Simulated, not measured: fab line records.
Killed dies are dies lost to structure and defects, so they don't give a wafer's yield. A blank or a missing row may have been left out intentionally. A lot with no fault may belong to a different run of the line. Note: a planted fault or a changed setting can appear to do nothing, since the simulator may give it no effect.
Which of the tools did it?	flow n5Finfet	Sampling: 10 lots, 30 wafers, 5 of 1938 route steps

## WHAT EACH GAUGE READ, for each wafer
N5_BEOL_M4_RC_MEAS_101.
lot	measured	on	DIBL_N (mV/V)	DIBL_P (mV/V)	IOFF_N (nA/um)	IOFF_P (nA/um)	ION_N (uA/um)	ION_P (uA/um)	SS_N (mV/dec)	SS_P (mV/dec)	VT_N (mV)	VT_P (mV)
L983	day 8 23:30	prober-01	36.3 35.8 38.5	37.4 37.5 40.0	0.17 0.16 0.23	0.21 0.22 0.26	683 672 702	462 468 475	71.5 70.7 71.8	73.8 72.9 73.9	248 250 245	-249.2 -247.8 -246.1
L986	day 10 02:00	prober-02	32.7 34.2 35.7	32.6 34.1 37.3	0.10 0.12 0.15	0.14 0.16 0.20	643 663 692	446 453 471	70.0 71.5 71.5	71.9 72.7 73.3	259 255 248	-257.7 -254.1 -249.6
L987	day 9 23:12	prober-01	35.3 35.7 32.9	37.0 36.7 34.1	0.15 0.15 0.11	0.20 0.20 0.16	675 666 668	464 459 465	71.0 71.3 71.0	73.5 73.3 72.7	249 253 255	-252.4 -251.4 -253.0
L990	day 11 02:52	prober-01	36.3 36.3 39.2	36.1 36.3 39.5	0.17 0.16 0.24	0.20 0.20 0.26	683 686 691	464 464 459	71.6 71.9 72.2	73.7 73.7 74.0	247 249 244	-252.8 -252.5 -249.3
L992	day 10 11:23	prober-01	35.3 34.6 32.8	35.9 35.0 32.3	0.13 0.13 0.10	0.21 0.19 0.15	668 673 657	464 473 458	70.6 70.6 70.4	73.9 73.0 71.3	255 253 259	-250.9 -252.9 -252.3
L994	day 11 10:07	prober-01	35.5 33.3 35.3	34.8 33.1 34.6	0.15 0.12 0.15	0.20 0.18 0.19	685 669 677	470 456 462	71.1 70.8 70.9	72.8 72.4 72.5	250 252 251	-249.7 -249.3 -251.7
L995	day 11 10:08	prober-02	35.4 36.7 34.1	34.5 35.9 33.8	0.16 0.19 0.14	0.22 0.23 0.20	674 676 674	466 461 462	71.8 71.8 71.0	73.3 73.2 72.8	249 248 249	-246.7 -249.6 -249.5
L102	day 14 04:22	prober-01	36.3 36.6 35.2	34.9 36.3 33.6	0.15 0.15 0.13	0.20 0.22 0.17	679 671 661	465 459 450	71.5 70.9 71.0	73.1 73.6 71.9	246 249 250	-251.2 -251.9 -253.3
L103	day 14 07:43	prober-02	37.5 37.7 36.6	39.3 39.7 38.0	0.18 0.18 0.16	0.24 0.25 0.23	691 680 685	475 471 474	71.0 72.0 71.1	73.8 74.1 73.4	246 247 246	-246.5 -247.2 -248.1
L104	day 14 06:26	prober-01	37.2 37.9 39.3	37.1 36.6 38.0	0.16 0.16 0.20	0.21 0.21 0.25	673 681 687	457 461 464	71.4 72.1 72.2	73.4 74.0 73.7	250 250 247	-252.4 -252.9 -246.7

## WHICH TOOL RAN EACH LOT (tool, then ch and the chambers of the sampled wafers, then the start)
lot	N5_GATE_CUT_VAPOR_ETCH_60	N5_GATE_CUT_SAC_CAP_01	N5_GATE_CUT_COAT_27	N5_GATE_CUT_VAPOR_ETCH_49
L983	rieMetal-03 ch 0,1, day 5 00:50	aldSin-04 ch 0,2,3, day 5 01:11	lithoTrack-01 ch 0, day 5 03:52	rieMetal-03 ch 0,1, day 5 04:52
L986	rieMetal-02 ch 0,1, day 5 18:15	aldSin-01 ch 0,1,3, day 5 18:37	lithoTrack-01 ch 0, day 5 21:17	rieMetal-03 ch 0,1, day 5 22:19
L987	rieMetal-01 ch 0,1, day 5 20:50	aldSin-04 ch 0,2, day 5 21:19	lithoTrack-05 ch 0, day 5 23:59	rieMetal-02 ch 1, day 6 01:16
L990	rieMetal-02 ch 0,1, day 6 14:56	aldSin-02 ch 1,2, day 6 15:30	lithoTrack-02 ch 0, day 6 18:10	rieMetal-03 ch 0,1, day 6 19:19
L992	rieMetal-01 ch 0,1, day 7 01:14	aldSin-04 ch 0,2, day 7 01:38	lithoTrack-02 ch 0, day 7 04:18	rieMetal-01 ch 0,1, day 7 05:25
L994	rieMetal-03 ch 0,1, day 7 15:48	aldSin-02 ch 0,1,3, day 7 16:10	lithoTrack-02 ch 0, day 7 18:51	rieMetal-03 ch 0,1, day 7 20:04
L995	rieMetal-03 ch 0,1, day 7 21:24	aldSin-04 ch 0,1, day 7 22:08	lithoTrack-02 ch 0, day 8 00:48	rieMetal-02 ch 0,1, day 8 01:47
L102	rieMetal-02 ch 0,1, day 9 14:55	aldSin-02 ch 0,1,2, day 9 15:17	lithoTrack-05 ch 0, day 9 17:58	rieMetal-01 ch 1, day 9 19:07
L103	rieMetal-01 ch 0,1, day 9 21:58	aldSin-01 ch 0,1, day 9 22:22	lithoTrack-01 ch 0, day 10 01:03	rieMetal-01 ch 0,1, day 10 02:07
L104	rieMetal-01 ch 0,1, day 10 03:53	aldSin-04 ch 1,2, day 10 04:32	lithoTrack-01 ch 0, day 10 07:14	rieMetal-03 ch 0,1, day 10 08:13
- N5_GATE_CUT_VAPOR_ETCH_60: etches HfO2 in BCl3/Cl2.
- N5_GATE_CUT_SAC_CAP_01: material SiNx, target thk 24 nm, pulse time 1 s, ald cycles 480.
- N5_GATE_CUT_COAT_27: time 60 s, resist thk 10 nm.
- N5_GATE_CUT_VAPOR_ETCH_49: etches TiAlC in BCl3/Cl2.

## AS READ BY THE TOOLS THEMSELVES (means over the sampled wafers that have a number; for cases with no such wafer, the mark the record gives instead)
N5_GATE_CUT_VAPOR_ETCH_60.
lot	tool	drypumpMotorCurrentA (A)	oesProductAu (a.u.)
L983	rieMetal-03	6.2	0.77
L986	rieMetal-02	6.2	0.95
L987	rieMetal-01	5.8	0.81
L990	rieMetal-02	6.1	0.91
L992	rieMetal-01	5.5	0.80
L994	rieMetal-03	6.2	0.68
L995	rieMetal-03	6.2	0.68
L102	rieMetal-02	6.2	0.88
L103	rieMetal-01	5.8	0.78
L104	rieMetal-01	5.8	0.79

N5_GATE_CUT_SAC_CAP_01.
lot	tool	heaterPowerW (W)	precursorPulseHeightRel
L983	aldSin-04	889	0.997
L986	aldSin-01	862	0.976
L987	aldSin-04	917	1.009
L990	aldSin-02	819	1.022
L992	aldSin-04	914	0.990
L994	aldSin-02	799	1.007
L995	aldSin-04	891	1.009
L102	aldSin-02	797	0.995
L103	aldSin-01	813	0.989
L104	aldSin-04	798	0.974

N5_GATE_CUT_COAT_27.
lot	tool	heaterPowerTotalW (W)	plateTempC (C)
L983	lithoTrack-01	392.0	204.91
L986	lithoTrack-01	392.7	204.97
L987	lithoTrack-05	391.7	204.86
L990	lithoTrack-02	391.3	204.93
L992	lithoTrack-02	392.6	205.04
L994	lithoTrack-02	401.6	209.43
L995	lithoTrack-02	403.6	209.89
L102	lithoTrack-05	391.7	204.83
L103	lithoTrack-01	393.0	204.93
L104	lithoTrack-01	392.6	204.85

N5_GATE_CUT_VAPOR_ETCH_49.
lot	tool	drypumpMotorCurrentA (A)	oesProductAu (a.u.)
L983	rieMetal-03	6.21	0.77
L986	rieMetal-03	6.15	0.70
L987	rieMetal-02	6.20	0.96
L990	rieMetal-03	6.14	0.69
L992	rieMetal-01	5.84	0.80
L994	rieMetal-03	6.23	0.76
L995	rieMetal-02	6.17	0.89
L102	rieMetal-01	6.10	0.79
L103	rieMetal-01	5.85	0.78
L104	rieMetal-03	6.22	0.75

## THE ANSWER, worked out from the rows above alone
Rule: usual is defined by the lots themselves. Put in order of their means at a reading, lots are off if they are a third of the lots or fewer, leave a main group of 4 or more, and stand apart from it by a gap of 3 or more times the standard deviation of the main group's means; of several such gaps the widest counts. If all means in a main group match to the digits the tables above print for the reading, that group is not used. A lot without any number at a reading at which 4 lots or more have one is off too. The other lots that the step has rows for count as sound. First the gauges in route order, then the tools' own readings, where a lot's mean is used as printed above. At the first step where some lot is off, the reading lying furthest off is the one used; lots without a number count as furthest.
Off at N5_GATE_CUT_COAT_27 (plateTempC): L994, L995. Mean 204.91 C and standard deviation 0.065 in the main group.
A tool fits if, at that step or a process step before it, it ran every lot that is off, and no sound lot after the first of them. Can't be told from this: 2 tools fit, rieMetal-03 at N5_GATE_CUT_VAPOR_ETCH_60, lithoTrack-02 at N5_GATE_CUT_COAT_27.

## WHAT HAD BEEN PUT IN BY THE SIMULATOR
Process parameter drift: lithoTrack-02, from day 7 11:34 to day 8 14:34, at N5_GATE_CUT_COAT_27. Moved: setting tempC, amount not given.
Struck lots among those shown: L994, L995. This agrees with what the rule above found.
